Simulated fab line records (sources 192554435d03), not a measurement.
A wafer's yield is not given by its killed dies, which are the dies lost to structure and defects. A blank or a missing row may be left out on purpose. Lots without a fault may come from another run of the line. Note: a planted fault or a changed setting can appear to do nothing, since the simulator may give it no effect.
fab line records	flow n5Finfet
record lots=10	wafers=28	lastDay=19
route steps=1938 shown BEOL_M9@1405
lots untouched by any fault: they come from a run of this same line in which no faults occurred
startH: the number of hours between the record's first day and the start of the first shown wafer of the lot	waitH: time in hours since the lot's previous step	" repeats the value in the row above	L1.1+2: a single row standing in for several wafers	- no value, or no start given	* or withheld: withheld	< > ~ a bound
route shown NAME@n: a module of which the file shows steps, and the number in the route of the first	usual: the fault-free wafers' mean and standard deviation	same: alike in all rows	chamber/n: place in a boat	sites: the reading at each site	_std_site: how widely they spread, as a standard deviation	_edge_site: outer sites' mean less inner sites'	radiusMm: how far each site lies from the wafer's centre	mask NAME#n: copy n	behind: the tool/chamber that last shaped the wafer	hold: reason for holding the lot/hours on hold/outcome of the hold	device: transistor that didn't switch, given as n, p or np	end of line: the tests these same wafers got at the end of their route	step lacking rows: just its recipe	killed: dies lost to structure and defects at the first sort, not the wafer's yield	map: a wafer's dies, x killed, . not, _ none there
set.NAME: the run value of the setting; set.NAME@STEP: its run value at that earlier step	model.NAME: the simulator's own value behind a step, which no gauge read
one table for each step of the route and one row for each wafer, over a sample of lots
services: a tool's chamber out of use, with start hour (startH, from the record's first day; less than 0 if before it), hours out, and reason
## steps
# step N5_BEOL_M9_HM_DEP_02
# recipe material=TiN	targetThkA=200	tempC=25	chamberPressurePa=0.49996
# usual substrateTempC=25.01/0.12	throttleValvePct=30.0/0.69
lot.wafer	tool	chamber	startH	waitH	substrateTempC	throttleValvePct
L214.1	pvdSputter-03	-	234.95	0.6	25.05	29.9
L214.2	"	-	"	"	24.71	28.8
L214.6	"	-	"	"	25.06	31.1
L213.5	pvdSputter-02	-	246.44	0.5	25.25	29.7
L213.6	"	-	"	"	25.18	31.1
L218.1	pvdSputter-01	-	265.88	0.9	24.99	30.6
L218.3	"	-	"	"	25.18	30.0
L218.4	"	-	"	"	25.03	30.5
L220.1	pvdSputter-01	-	278.27	2.6	24.91	30.4
L220.4	"	-	"	"	24.97	29.8
L220.5	"	-	"	"	25.02	30.7
L219.1	pvdSputter-03	-	283.95	1.7	25.11	31.3
L219.4	"	-	"	"	25.04	30.0
L219.5	"	-	"	"	24.97	31.4
L227.1	pvdSputter-02	-	332.11	0.7	25.12	30.4
L227.4	"	-	"	"	25.02	29.9
L227.5	"	-	"	"	25.31	30.1
L236.2	pvdSputter-03	-	362.35	0.7	25.05	30.2
L236.4	"	-	"	"	24.97	31.4
L236.6	"	-	"	"	24.87	28.6
L233.4	pvdSputter-01	-	370.42	1.7	25.17	29.9
L233.5	"	-	"	"	24.91	30.3
L233.6	"	-	"	"	25.05	29.7
L234.1	pvdSputter-03	-	375.12	0.2	24.94	30.2
L234.4	"	-	"	"	24.90	29.1
L235.2	pvdSputter-02	-	381.60	1.2	25.03	29.9
L235.5	"	-	"	"	24.85	30.0
L235.6	"	-	"	"	25.05	29.4
# step N5_BEOL_M9_DESCUM_16
# recipe chemistry=O2	timeS=7.9	sourcePowerW=50	biasPowerW=20	pressureMtorr=20	rfFrequencyHz=2.712e+07	tempC=40	resist=CAR-ArF	o2FlowSccm=225
# usual chamberPressureMTorr=20.000/0.019	drypumpMotorCurrentA=5.4/0.32	oesProductAu=0.82/0.086	rfVppV=243.0/1.1	showerheadPlenumPTorr=2.08/0.055	throttleValvePct=20.41/0.27
lot.wafer	tool	chamber	startH	waitH	chamberPressureMTorr	drypumpMotorCurrentA	oesProductAu	rfHoursCounterH	rfVppV	showerheadPlenumPTorr	throttleValvePct
L214.1	rieDiel-06	3	235.54	0.0	20.035	4.9	0.71	197	242.8	2.05	20.40
L214.2	"	2	"	"	19.991	5.4	0.83	68	243.7	2.13	20.17
L214.6	"	3	"	"	19.990	4.9	0.71	-	244.2	2.05	20.39
L213.5	rieDiel-04	3	247.20	0.3	20.011	5.1	0.90	-	241.4	2.05	20.33
L213.6	"	0	"	"	20.024	5.3	0.68	-	243.1	2.14	20.91
L218.1	rieDiel-06	1	266.65	0.3	19.982	5.7	0.96	4	242.2	2.04	19.89
L218.3	"	0	"	"	19.987	5.5	0.71	208	240.2	1.99	20.93
L218.4	"	2	"	"	19.969	5.3	0.81	81	242.6	2.13	20.18
L220.1	rieDiel-04	3	278.91	0.2	19.993	5.1	0.86	44	243.0	2.05	20.35
L220.4	"	3	"	"	19.995	5.1	0.88	-	244.0	2.05	20.35
L220.5	"	0	"	"	20.005	5.3	0.92	-	245.8	2.14	20.50
L219.1	rieDiel-04	0	284.62	0.2	19.993	5.3	0.91	10	244.6	2.14	20.48
L219.4	"	1	"	"	19.988	5.6	0.92	-	244.5	2.14	20.48
L219.5	"	3	"	"	19.997	5.2	0.87	-	240.8	2.05	20.36
L227.1	rieDiel-06	0	333.10	0.4	20.002	5.5	0.69	222	241.9	1.98	20.94
L227.4	"	1	"	"	19.978	5.7	0.90	25	242.3	2.04	19.92
L227.5	"	3	"	"	20.004	4.9	0.69	-	243.4	2.03	20.41
L236.2	rieDiel-04	3	363.00	0.2	20.001	5.1	0.83	78	242.5	2.04	20.40
L236.4	"	3	"	"	19.980	5.2	0.82	-	243.3	2.04	20.40
L236.6	"	3	"	"	19.985	5.1	0.82	-	243.5	2.04	20.40
L233.4	rieDiel-06	2	371.02	0.0	20.016	5.4	0.78	113	244.0	2.12	20.25
L233.5	"	3	"	"	20.039	4.9	0.68	-	243.4	2.03	20.43
L233.6	"	2	"	"	20.007	5.4	0.77	-	244.5	2.12	20.23
L234.1	rieDiel-06	1	376.28	0.6	20.032	5.8	0.89	36	242.6	2.03	19.94
L234.4	"	2	"	"	19.994	5.3	0.78	115	242.8	2.12	20.24
L235.2	rieDiel-01	3	382.06	0.0	20.012	5.3	0.78	153	243.9	2.07	20.33
L235.5	"	3	"	"	19.987	5.3	0.77	-	241.0	2.07	20.37
L235.6	"	2	"	"	20.024	5.1	0.79	-	243.7	2.08	20.41
# step N5_BEOL_M9_ETCH_61
# recipe chemistry=CF4	target=SiARC	targetDepthA=390	maskMaterial=CAR-ArF	timeS=65	ionEnergyEv=80	pressureMtorr=40	sourceW=545	biasW=36	Ar_flow_sccm=100	cf4FlowSccm=100	ends=cleared
# usual chamberPressureMTorr=40.00/0.032	drypumpMotorCurrentA=5.4/0.32	etchRfOnTimeS=64.0/2	oesProductAu=0.71/0.075	rfVppV=184.0/1	showerheadPlenumPTorr=2.13/0.051	throttleValvePct=15.61/0.28
lot.wafer	tool	chamber	startH	waitH	chamberPressureMTorr	drypumpMotorCurrentA	etchRfOnTimeS	oesProductAu	rfHoursCounterH	rfVppV	showerheadPlenumPTorr	throttleValvePct
L214.1	rieDiel-06	3	235.57	0.0	40.04	4.9	65.0	0.62	197	183.4	2.11	15.71
L214.2	"	2	"	"	40.00	5.3	64.3	0.71	68	184.6	2.17	15.31
L214.6	"	3	"	"	40.05	4.9	64.8	0.62	-	185.5	2.11	15.70
L213.5	rieDiel-04	3	247.24	0.0	39.98	5.1	62.2	0.78	-	184.4	2.10	15.43
L213.6	"	0	"	"	40.02	5.3	66.7	0.58	-	185.6	2.20	16.20
L218.1	rieDiel-06	1	266.69	0.0	39.98	5.8	64.2	0.83	4	185.2	2.10	15.12
L218.3	"	0	"	"	39.98	5.5	65.4	0.61	208	181.9	2.05	16.11
L218.4	"	2	"	"	39.99	5.3	65.7	0.69	81	185.3	2.17	15.33
L220.1	rieDiel-04	3	278.94	0.0	39.99	5.2	62.1	0.75	44	182.6	2.10	15.45
L220.4	"	3	"	"	39.96	5.2	61.9	0.75	-	184.4	2.10	15.46
L220.5	"	0	"	"	39.97	5.3	64.7	0.80	-	186.5	2.20	15.71
L219.1	rieDiel-04	0	284.66	0.0	40.07	5.3	65.3	0.78	10	184.0	2.20	15.71
L219.4	"	1	"	"	40.04	5.6	61.4	0.80	-	183.9	2.17	15.57
L219.5	"	3	"	"	39.98	5.1	62.2	0.75	-	182.2	2.10	15.46
L227.1	rieDiel-06	0	333.13	0.0	39.99	5.5	65.2	0.60	222	184.1	2.05	16.17
L227.4	"	1	"	"	39.97	5.7	63.0	0.78	25	185.3	2.09	15.16
L227.5	"	3	"	"	40.02	4.9	64.6	0.61	-	182.7	2.09	15.75
L236.2	rieDiel-04	3	363.05	0.0	40.00	5.2	64.4	0.70	78	183.9	2.09	15.54
L236.4	"	3	"	"	40.02	5.2	64.2	0.71	-	183.3	2.09	15.53
L236.6	"	3	"	"	40.01	5.2	64.5	0.70	-	183.5	2.09	15.53
L233.4	rieDiel-06	2	371.05	0.0	40.05	5.4	47.8	0.81	113	183.2	2.16	15.39
L233.5	"	3	"	"	39.97	4.9	48.3	0.71	-	185.7	2.09	15.78
L233.6	"	2	"	"	39.98	5.4	65.5	0.67	-	184.7	2.16	15.39
L234.1	rieDiel-06	1	376.32	0.0	39.96	5.8	64.3	0.76	36	183.7	2.09	15.19
L234.4	"	2	"	"	39.98	5.4	48.8	0.79	115	183.8	2.16	15.40
L235.2	rieDiel-01	3	382.10	0.0	40.01	5.3	63.6	0.66	153	182.9	2.15	15.73
L235.5	"	3	"	"	40.01	5.3	62.6	0.68	-	184.5	2.15	15.73
L235.6	"	2	"	"	39.99	5.1	59.3	0.70	-	184.1	2.16	15.77
# step N5_BEOL_M9_STRIP_67
# recipe chemistry=CF4	resist=SiARC	powerW=300	biasPowerW=75	pressureMtorr=50	cf4FlowSccm=150	rfFrequencyHz=6e+07
# usual chamberPressureMTorr=50.00/0.048	drypumpMotorCurrentA=5.4/0.32	oesProductAu=0.82/0.08	rfVppV=271.0/1.3	showerheadPlenumPTorr=1.78/0.038	throttleValvePct=13.57/0.29
lot.wafer	tool	chamber	startH	waitH	chamberPressureMTorr	drypumpMotorCurrentA	oesProductAu	rfHoursCounterH	rfVppV	showerheadPlenumPTorr	throttleValvePct
L214.1	rieDiel-06	3	235.77	0.0	49.99	4.9	0.73	197	272.6	1.77	13.72
L214.2	"	2	"	"	50.03	5.3	0.83	69	272.2	1.82	13.28
L214.6	"	3	"	"	49.96	4.9	0.73	-	270.8	1.77	13.72
L213.5	rieDiel-04	3	247.42	0.0	50.02	5.1	0.89	-	270.6	1.75	13.34
L213.6	"	0	"	"	49.94	5.3	0.69	-	271.9	1.84	14.18
L218.1	rieDiel-06	1	266.88	0.0	49.95	5.8	0.96	4	269.3	1.77	13.12
L218.3	"	0	"	"	50.04	5.5	0.71	208	269.8	1.73	14.14
L218.4	"	2	"	"	49.99	5.3	0.82	81	270.7	1.82	13.32
L220.1	rieDiel-04	3	279.14	0.0	50.05	5.1	0.86	44	270.1	1.75	13.36
L220.4	"	3	"	"	49.94	5.2	0.86	-	270.9	1.75	13.38
L220.5	"	0	"	"	50.06	5.3	0.93	-	273.0	1.84	13.60
L219.1	rieDiel-04	0	284.85	0.0	49.97	5.3	0.92	10	272.4	1.84	13.64
L219.4	"	1	"	"	50.05	5.6	0.91	-	272.5	1.81	13.50
L219.5	"	3	"	"	50.04	5.2	0.86	-	269.6	1.75	13.39
L227.1	rieDiel-06	0	333.33	0.0	49.96	5.5	0.70	222	270.3	1.73	14.17
L227.4	"	1	"	"	49.97	5.7	0.89	25	270.0	1.76	13.16
L227.5	"	3	"	"	50.04	4.9	0.70	-	270.5	1.76	13.79
L236.2	rieDiel-04	3	363.35	0.0	49.98	5.1	0.82	78	270.8	1.74	13.45
L236.4	"	3	"	"	49.95	5.1	0.81	-	268.6	1.74	13.47
L236.6	"	3	"	"	50.00	5.1	0.81	-	270.4	1.74	13.45
L233.4	rieDiel-06	2	371.25	0.0	49.99	5.3	0.78	113	270.7	1.81	13.37
L233.5	"	3	"	"	49.90	4.9	0.70	-	270.6	1.76	13.81
L233.6	"	2	"	"	49.92	5.3	0.78	-	270.9	1.81	13.37
L234.1	rieDiel-06	1	376.51	0.0	49.99	5.7	0.88	36	271.9	1.76	13.18
L234.4	"	2	"	"	49.98	5.3	0.78	115	271.7	1.81	13.38
L235.2	rieDiel-01	3	382.29	0.0	50.07	5.3	0.77	153	271.9	1.78	13.67
L235.5	"	3	"	"	49.93	5.3	0.77	-	271.6	1.78	13.64
L235.6	"	2	"	"	49.98	5.1	0.77	-	271.1	1.81	13.72
## services
tool	chamber	startH	hours	kind
rieDiel-01	2	227.08	5.1	repair
rieDiel-06	1	234.66	-	clean
rieDiel-06	1	234.66	-	consumableReplace:focusRing
rieDiel-06	1	234.66	20.9	scheduledDown
rieDiel-06	1	234.66	20.9	ventCycle
rieDiel-01	3	236.89	6.2	repair
rieDiel-04	0	247.43	-	clean
rieDiel-04	0	247.43	-	consumableReplace:focusRing
rieDiel-04	2	263.90	132.0	repair
rieDiel-06	0	275.74	19.4	repair
rieDiel-04	0	299.51	10.4	repair
rieDiel-04	-	346.82	2.8	pm
rieDiel-06	1	355.26	8.1	repair
rieDiel-04	0	361.54	4.1	repair
rieDiel-06	2	379.93	9.8	repair
## key
firstSign step=N5_BEOL_M9_ETCH_61	reading=etchRfOnTimeS	direction=down	sigmas=8	usual=*	struck=*
effect none on later readings
metAt N5_BEOL_M9_ETCH_61
struckLots L233,L234
struckWafers L233.4,L233.5,L234.4
notActingAt N5_BEOL_M9_HM_DEP_02,N5_BEOL_M9_DESCUM_16,N5_BEOL_M9_STRIP_67
onsetBetween 333.13 371.05
fault kind=processParameterDrift	tool=rieDiel-06	chamber=-	onsetH=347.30	steps=N5_BEOL_M9_ETCH_61	channel=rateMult	offset=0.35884	shape=step	endH=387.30	scope=struckWafersOnly
